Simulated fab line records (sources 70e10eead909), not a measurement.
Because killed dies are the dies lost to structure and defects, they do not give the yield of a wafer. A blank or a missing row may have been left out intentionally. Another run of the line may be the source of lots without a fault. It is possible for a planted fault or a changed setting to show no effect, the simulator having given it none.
The tool behind it: which one? | flow nand harc | Sampling: 11 lots, 33 wafers, 4 of 1302 route steps

## WHAT THE GAUGES READ, wafer by wafer
NHARC_A_M0_THK_MEAS_24: measures by xrf.
lot  | measured     | on            | thk nm (nm)
L605 | day 22 11:52 | film metro-01 | 115.9 115.2 115.3
L606 | day 22 13:15 | film metro-02 | 113.1 112.7 112.7
L607 | day 23 20:20 | film metro-01 | 115.4 113.8 112.6
L611 | day 25 08:14 | film metro-01 | 108.4 107.2 107.6
L612 | day 25 23:59 | film metro-01 | 107.2 105.6 104.9
L616 | day 26 19:11 | film metro-01 | 114.0 115.3 113.2
L618 | day 27 22:11 | film metro-01 | 112.7 114.0 113.9
L620 | day 28 10:10 | film metro-01 | 112.2 114.5 114.2
L624 | day 30 07:14 | film metro-01 | 113.3 113.9 114.6
L623 | day 30 08:33 | film metro-01 | 114.0 113.3 113.8
L626 | day 31 09:29 | film metro-02 | 110.9 113.2 114.0

## WHICH TOOL RAN EACH LOT (tool, then ch and the chambers of the sampled wafers, then the start)
lot  | NHARC_A_BLC_DEGAS_30         | NHARC_A_M0_ETCH_34                 | NHARC_A_M0_CMP_23
L605 | pvd sputter-01, day 22 07:10 | rie diel-08 ch 0,2,3, day 22 09:39 | cmp-02 ch 1,2, day 22 11:33
L606 | pvd sputter-02, day 22 08:31 | rie diel-12 ch 0,1,3, day 22 11:01 | cmp-04 ch 1,2, day 22 12:56
L607 | pvd sputter-03, day 23 15:30 | rie diel-08 ch 0,1,3, day 23 18:07 | cmp-02 ch 0,2, day 23 20:03
L611 | pvd sputter-03, day 25 03:31 | rie diel-06 ch 0,1,2, day 25 05:59 | cmp-02 ch 0,1,2, day 25 07:56
L612 | pvd sputter-02, day 25 19:07 | rie diel-06 ch 1,2,3, day 25 21:44 | cmp-02 ch 0,1,2, day 25 23:44
L616 | pvd sputter-02, day 26 13:53 | rie diel-12 ch 0,1,3, day 26 16:55 | cmp-01 ch 1,2,3, day 26 18:55
L618 | pvd sputter-03, day 27 17:23 | rie diel-12 ch 1,3, day 27 19:56   | cmp-04 ch 1,2,3, day 27 21:54
L620 | pvd sputter-01, day 28 04:58 | rie diel-08 ch 0,1,3, day 28 07:57 | cmp-02 ch 1,2,3, day 28 09:56
L624 | pvd sputter-01, day 30 02:31 | rie diel-06 ch 2,3, day 30 04:57   | cmp-01 ch 1,2,3, day 30 06:56
L623 | pvd sputter-03, day 30 03:42 | rie diel-06 ch 2,3, day 30 06:17   | cmp-04 ch 1,3, day 30 08:16
L626 | pvd sputter-03, day 31 04:31 | rie diel-08 ch 0,3, day 31 07:03   | cmp-04 ch 1,2, day 31 09:10
- NHARC_A_BLC_DEGAS_30: time 60 s.
- NHARC_A_M0_ETCH_34: etches the open film in N2/H2, target depth 40 nm, overetch 12 nm, time 43.94 s.
- NHARC_A_M0_CMP_23: polishes, t overpolish 20 s, target thk 113.75 nm.

## THE ANSWER, worked out from the rows above alone
Rule: the usual values come from the lots themselves. Put in order of their means at a reading, lots are off if they are a third of the lots or fewer, leave a main group of 4 or more, and stand apart from it by a gap of 3 or more times the standard deviation of the main group's means; of several such gaps the widest counts. If all means in a main group match to the digits the tables above print for the reading, that group is not used. Also off: a lot with no number at a reading for which 4 or more lots have one. Any other lot the step has rows for is counted as sound.
Off: L611, L612 (NHARC_A_M0_THK_MEAS_24, thk nm). Mean 113.8 nm and standard deviation 0.76 in the main group.
If a tool, at a process step before that reading, ran all the lots that are off and no sound lot after the first of them, it fits. The gauges at NHARC_A_M0_THK_MEAS_24 are tried like those tools. Of those tried, none fits.

## WHAT THE SIMULATOR HAD PUT IN
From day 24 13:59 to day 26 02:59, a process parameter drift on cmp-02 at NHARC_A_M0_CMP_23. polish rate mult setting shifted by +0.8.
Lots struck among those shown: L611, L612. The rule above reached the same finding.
